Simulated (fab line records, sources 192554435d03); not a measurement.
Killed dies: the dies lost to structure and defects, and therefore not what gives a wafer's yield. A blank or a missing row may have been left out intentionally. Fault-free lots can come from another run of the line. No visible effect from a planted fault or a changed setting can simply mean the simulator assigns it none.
Comparing a struck lot with a sound one -- flow n5Finfet -- 15 out of 1938 route steps
Sound: the wafers L801.1, L801.3, L801.4. Wafers struck: L819.1, L819.3, L819.4. At the end, the cause is stated.
Each step with rows lists, per side, the tool, then ch with its chambers, then its first start. Under that, the readings that differ: sound wafers -- struck wafers -- difference of the means -- sigmas: that difference in standard deviations of wafers without a fault.
alike: readings whose means differ by less than 2 such deviations, and words and numbers that are the same on both sides. not compared: withheld readings, readings that some wafer has no value for, bounds like >300 that may hide the same value, and numbers for which the record gives no deviation and whose values overlap.
A row with sigmas, a row that says differs or no value, or rows on one side alone: a step with any of these is where the two part. When numbers do not overlap yet have no deviation, they are printed without sigmas and do not part them. Lack of a reading on every wafer of one side parts them only where that side has two or more wafers.

N5_BEOL_M7_OCD_MEAS_38:
  sound on ocd-02 at day 9 07:20; struck on ocd-02 at day 14 06:18
  alike: trenchDepthNm
then, 4 steps without rows for these wafers: N5_BEOL_M7_HM_STRIP_39 (strips TiN in peroxide tin strip, target depth 25 nm, time 158 s); N5_BEOL_M7_SRD_40 (time 30 s); N5_BEOL_M7_PRECLEAN_42 (cleans in residue remover, time 60 s); N5_BEOL_M7_SRD_43 (time 30 s).
N5_BEOL_M7_CD_MEAS_35 targets a cd of 40 nm.
  sound on cdSem-01 at day 9 07:29; struck on cdSem-02 at day 14 06:27
  alike: cdNm
N5_BEOL_M7_CURE_75: cures SiCOH lowk, time 120 s.
  sound on uvCure-03 ch 1, day 9 07:32; struck on uvCure-01 ch 1, day 14 06:41
  alike: lampPowerPct, wafer_temp_C_max
N5_BEOL_M7_DEGAS_44: time 60 s.
  sound on pvdSputter-01 at day 9 08:13; struck on pvdSputter-03 at day 14 07:04
  alike: heaterPowerW
N5_BEOL_M7_PRE_CLEAN_45: time 30 s.
  sound on pvdSputter-01 at day 9 08:16; struck on pvdSputter-03 at day 14 07:07
  alike: heaterPowerW
N5_BEOL_M7_ALD_77: deposits TaN, target thk 2 nm, pulse time 2 s, purge time 3 s.
  sound on aldMetal-02 ch 1,2,3, day 9 08:20; struck on aldMetal-01 ch 0,1,3, day 14 07:10
  alike: heaterPowerW, precursorVesselCarrierSccm
N5_BEOL_M7_SURFACE_TREAT_79:
  sound on pvdSputter-01 at day 9 08:52; struck on pvdSputter-02 at day 14 07:35
  not compared: throttleValvePct
then, 1 step without rows for these wafers: N5_BEOL_M7_CVD_78 (deposits Co from CCTBA/H2, target thk 2 nm, time 142.3 s).
N5_BEOL_M7_SPUTTER_48: material Cu, target thk 10 nm, time 1.667 s.
  sound on pvdSputter-01 at day 9 09:04; struck on pvdSputter-03 at day 14 08:02
reading,sound,struck,difference,sigmas
cathodeDcPowerW (W),26006 26010 25996,23107 23123 23120,-2887,-99 or more
  alike: throttleValvePct
then, 1 step without rows for these wafers: N5_BEOL_M7_ECD_50 (material Cu, target thk 300 nm).
N5_PASSIVATION_PROBE_49:
  sound wafers here have rows in the record (prober-01, day 12 22:47); struck ones have none

WHERE THEY PART
First at N5_BEOL_M7_SPUTTER_48; last, within this record, at N5_PASSIVATION_PROBE_49.

WHY: what the simulator had put in
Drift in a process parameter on pvdSputter-03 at N5_BEOL_M7_SPUTTER_48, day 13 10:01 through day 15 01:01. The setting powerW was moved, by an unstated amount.
